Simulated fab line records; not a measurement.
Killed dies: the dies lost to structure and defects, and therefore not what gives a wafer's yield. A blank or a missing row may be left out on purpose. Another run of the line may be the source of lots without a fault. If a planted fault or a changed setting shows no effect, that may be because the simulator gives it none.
Chamber matching ; flow n5-finfet ; N5_MOL_CONTACT_COAG_ETCH_66 on rie-diel-06: 4 sister chambers
The step etches SiARC in CF4, target depth 13 nm, time 21.7 s. 22 wafers are shown with their chamber, then 11 later ones without.

== WAFERS PAIRED WITH THEIR CHAMBERS ==
wafer;chamber;drypump-motor-current-A (A);etch-rf-on-time-s (s);throttle-valve-pct (%)
L074.2;2;5.5;21.5;15.73
L074.3;3;5.3;21.2;15.57
L074.5;0;5.6;21.6;15.84
L078.3;2;5.5;21.6;15.77
L078.5;1;4.9;22.0;15.38
L078.6;0;5.5;21.8;15.84
L080.2;3;5.3;20.8;15.15
L080.3;1;4.9;21.9;15.37
L080.6;1;4.9;21.8;15.39
L082.1;3;5.3;20.7;15.13
L082.2;2;5.5;21.6;15.76
L082.5;3;5.3;20.7;15.14
L085.2;1;4.9;21.9;15.41
L085.3;2;5.5;21.5;15.78
L085.5;1;4.9;22.1;15.40
L087.2;3;5.3;21.0;15.17
L087.3;2;5.5;21.6;15.79
L087.5;0;5.5;21.6;15.34
L088.1;1;4.9;21.9;15.43
L088.3;0;5.5;21.1;15.36
L088.5;2;5.5;21.5;15.79
L089.1;3;5.3;20.9;15.17

SIGNATURES, as means of the wafers listed above
reading;chamber 0;chamber 1;chamber 2;chamber 3;scatter within a chamber
drypump-motor-current-A;5.525;4.900;5.500;5.300;0.0204
etch-rf-on-time-s;21.525;21.933;21.550;20.883;0.171
throttle-valve-pct;15.5950;15.3967;15.7700;15.2217;0.148
Rule: for each reading, subtract the chamber's mean from the wafer's reading, divide by that reading's scatter and square the result; add these up over the readings and take the root, which gives the wafer's distance from the chamber. If the next closest chamber is less than 2 further off than the closest, the wafer can't be placed; otherwise it belongs to the closest. The scatter is the square root of a quotient: the sum, over the shown wafers, of each reading's squared deviation from its chamber's mean, divided by wafers minus chambers.

== WAFERS MISSING THEIR CHAMBER ==
wafer;drypump-motor-current-A (A);etch-rf-on-time-s (s);throttle-valve-pct (%)
L089.2;4.9;22.1;15.41
L089.5;5.5;21.3;15.35
L094.2;4.9;22.2;15.43
L094.4;5.3;20.9;15.19
L094.5;4.9;22.1;15.42
L096.2;5.5;21.1;15.39
L096.3;4.9;22.0;15.44
L096.6;4.9;22.1;15.45
L097.1;5.5;21.4;15.84
L097.5;4.9;21.9;15.46
L097.6;5.5;21.4;15.83

== EACH ONE'S CHAMBER ==
wafer;from the rows above;in truth
L089.2;1;1
L089.5;can't be placed: 0 or 2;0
L094.2;1;1
L094.4;3;3
L094.5;1;1
L096.2;can't be placed: 0 or 2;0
L096.3;1;1
L096.6;1;1
L097.1;can't be placed: 2 or 0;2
L097.5;1;1
L097.6;can't be placed: 2 or 0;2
Correct placement for 7 of the 11. Can't be placed from these rows: 4 (the true chamber is among the candidates in 4). 0 placed wrongly.
